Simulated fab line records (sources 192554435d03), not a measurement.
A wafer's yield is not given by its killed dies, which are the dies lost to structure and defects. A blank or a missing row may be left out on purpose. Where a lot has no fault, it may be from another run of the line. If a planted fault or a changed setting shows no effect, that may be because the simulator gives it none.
Matching of chambers / flow n5-finfet / N5_BEOL_M0_SAQP_ALD_48 on ald-sin-01: 4 sister chambers
The step deposits SiO2, target thk 20 nm, pulse time 1 s, co reactant pulse time 1 s. 16 wafers are shown with their chamber, then 8 later ones without.

== EACH WAFER AND ITS CHAMBER ==
wafer=L077.2; chamber=1; heater-power-w (W)=67; precursor-pulse-height-rel=1.018
wafer=L077.3; chamber=2; heater-power-w (W)=102; precursor-pulse-height-rel=0.999
wafer=L077.6; chamber=2; heater-power-w (W)=102; precursor-pulse-height-rel=1.017
wafer=L075.1; chamber=3; heater-power-w (W)=83; precursor-pulse-height-rel=0.990
wafer=L075.4; chamber=1; heater-power-w (W)=69; precursor-pulse-height-rel=0.990
wafer=L075.5; chamber=0; heater-power-w (W)=87; precursor-pulse-height-rel=0.984
wafer=L082.1; chamber=2; heater-power-w (W)=96; precursor-pulse-height-rel=1.010
wafer=L082.3; chamber=1; heater-power-w (W)=67; precursor-pulse-height-rel=0.989
wafer=L082.6; chamber=3; heater-power-w (W)=83; precursor-pulse-height-rel=1.002
wafer=L084.1; chamber=0; heater-power-w (W)=88; precursor-pulse-height-rel=1.022
wafer=L084.3; chamber=2; heater-power-w (W)=99; precursor-pulse-height-rel=0.983
wafer=L084.5; chamber=0; heater-power-w (W)=87; precursor-pulse-height-rel=0.991
wafer=L086.3; chamber=3; heater-power-w (W)=84; precursor-pulse-height-rel=1.000
wafer=L086.5; chamber=2; heater-power-w (W)=100; precursor-pulse-height-rel=1.005
wafer=L086.6; chamber=1; heater-power-w (W)=69; precursor-pulse-height-rel=0.985
wafer=L091.3; chamber=1; heater-power-w (W)=67; precursor-pulse-height-rel=1.001

SIGNATURES, as means of the wafers listed above
reading=heater-power-w; chamber 0=87.33; chamber 1=67.80; chamber 2=99.80; chamber 3=83.33; scatter within a chamber=1.61
reading=precursor-pulse-height-rel; chamber 0=0.99900; chamber 1=0.99660; chamber 2=1.00280; chamber 3=0.99733; scatter within a chamber=0.0138
Rule: distance of a wafer from a chamber = root of the sum over the readings of ((wafer's reading minus chamber's mean) / reading's scatter) squared. If the next closest chamber is less than 2 further off than the closest, the wafer can't be placed; otherwise it belongs to the closest. The scatter is the square root of a quotient: the sum, over the shown wafers, of each reading's squared deviation from its chamber's mean, divided by wafers minus chambers.

== WAFERS WITH NO CHAMBER GIVEN ==
wafer=L091.4; heater-power-w (W)=84; precursor-pulse-height-rel=1.011
wafer=L091.6; heater-power-w (W)=103; precursor-pulse-height-rel=0.999
wafer=L096.1; heater-power-w (W)=67; precursor-pulse-height-rel=1.009
wafer=L096.5; heater-power-w (W)=67; precursor-pulse-height-rel=0.985
wafer=L096.6; heater-power-w (W)=87; precursor-pulse-height-rel=0.993
wafer=L097.2; heater-power-w (W)=101; precursor-pulse-height-rel=1.031
wafer=L097.3; heater-power-w (W)=68; precursor-pulse-height-rel=1.009
wafer=L097.6; heater-power-w (W)=67; precursor-pulse-height-rel=1.030

== CHAMBER TAKEN BY EACH ==
wafer=L091.4; from the rows above=can't be placed: 3 or 0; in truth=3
wafer=L091.6; from the rows above=2; in truth=2
wafer=L096.1; from the rows above=1; in truth=1
wafer=L096.5; from the rows above=1; in truth=1
wafer=L096.6; from the rows above=can't be placed: 0 or 3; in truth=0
wafer=L097.2; from the rows above=2; in truth=2
wafer=L097.3; from the rows above=1; in truth=1
wafer=L097.6; from the rows above=1; in truth=1
6 of 8 placed correctly. Not placeable from these rows: 2 (in 2, the candidates include the true chamber). Number placed wrongly: 0.
